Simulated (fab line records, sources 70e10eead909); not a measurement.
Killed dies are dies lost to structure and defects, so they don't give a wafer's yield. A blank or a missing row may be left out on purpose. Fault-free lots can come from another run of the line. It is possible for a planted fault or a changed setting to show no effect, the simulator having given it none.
A lot that was struck, set against a sound lot / flow nand-harc / 13 steps out of a route of 1302
Sound: these wafers, L550.2, L550.3, L550.5. The struck wafers were L543.1, L543.5, L543.6. Last of all comes the cause.
Order at every step that has rows: each side's tool, ch and its chambers, its first start. Under that, the readings that differ: sound wafers / struck wafers / difference of the means / sigmas: that difference in standard deviations of wafers without a fault.
alike: words and numbers the same on both sides, and readings whose means are apart by under 2 such deviations; not compared: readings that were withheld, readings missing a value for some wafer, numbers with overlapping values and no deviation given by the record, and bounds like >300 which may hide the same value.
The two part at a step that has a row with sigmas, a row that says differs or no value, or rows on one side only. Numbers that have no deviation but don't overlap get no sigmas and don't part them. A reading that every wafer of one side lacks parts them only if that side has two wafers or more.

NHARC_P_CONTACT_ETCH_36: etches the open film in N2/H2, target depth 260 nm, time 406.25 s.
  sound on rie-diel-02 ch 0,1,2; struck on rie-diel-13 ch 0,3
  alike: drypump-motor-current-A, h2-flow-sccm, oes-product-au, rf-vpp-V, showerhead-plenum-p-Torr, throttle-valve-pct
  not compared: rf-hours-counter-h
then, 2 steps without rows for these wafers: NHARC_P_CONTACT_ETCH_18 (etches the open film in C4F8/O2/Ar, target depth 481 nm, time 240.5 s); NHARC_P_CONTACT_STRIP_37 (strips in C4F8/O2/Ar).
NHARC_P_CONTACT_ETCH_31: etches the open film in CH3F/O2, target depth 30 nm, time 85.7 s.
  sound on rie-diel-02 ch 2,3; struck on rie-diel-13 ch 0,2,3
  alike: drypump-motor-current-A, oes-product-au, rf-vpp-V, showerhead-plenum-p-Torr, throttle-valve-pct
  not compared: rf-hours-counter-h
NHARC_P_CONTACT_CD_MEAS_19:
  sound on cd-sem-01 at day 13 01:51; struck on cd-sem-01 at day 10 12:51
  alike: cd-nm
then, 2 steps without rows for these wafers: NHARC_P_CONTACT_STRIP_28 (strips in O2); NHARC_P_CONTACT_STRIP_29 (strips in post etch residue remover, time 1200 s).
NHARC_P_CONTACT_DEGAS_38: time 60 s.
  sound on pvd-sputter-01 at day 13 02:33; struck on pvd-sputter-03 at day 10 13:37
  alike: heater-power-w
then, 1 step without rows for these wafers: NHARC_P_CONTACT_PRE_CLEAN_39 (time 19.5 s).
NHARC_P_CONTACT_PVD_32: deposits Ti, target thk 5 nm, time 17.7 s.
  sound on pvd-sputter-01; struck on pvd-sputter-03
  alike: chamber-pressure-pa, substrate-temp-c, throttle-valve-pct
then, 1 step without rows for these wafers: NHARC_P_CONTACT_ALD_22 (deposits TiN, target thk 3 nm, pulse time 1 s, ald cycles 150).
NHARC_P_CONTACT_CVD_23: deposits W, target thk 200 nm, time 557 s.
  sound on cvd-w-02 ch 0,1; struck on cvd-w-01 ch 0,1
  alike: heater-power-w, mfc-h2-sccm, throttle-valve-pct
NHARC_P_CONTACT_CMP_24: polishes, t overpolish 30 s, target thk 200 nm.
  sound on cmp-03 ch 0,2, day 13 03:40; struck on cmp-03 ch 0,2,3, day 10 14:46
reading=overpolish-run-s (s); sound=29.990 29.991 30.010; struck=13.990 9.885 13.049; difference=-17.689; sigmas=-99 or more
reading=time-to-endpoint-s (s); sound=41.1 42.9 37.0; struck=75.7 80.5 76.8; difference=+37.3; sigmas=+16
  alike: motor-current-A

WHERE THEY PART
Within this record, at NHARC_P_CONTACT_CMP_24 only.

WHY: whatever the simulator had introduced
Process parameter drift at NHARC_P_CONTACT_CMP_24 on cmp-03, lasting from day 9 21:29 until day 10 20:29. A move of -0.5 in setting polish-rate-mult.
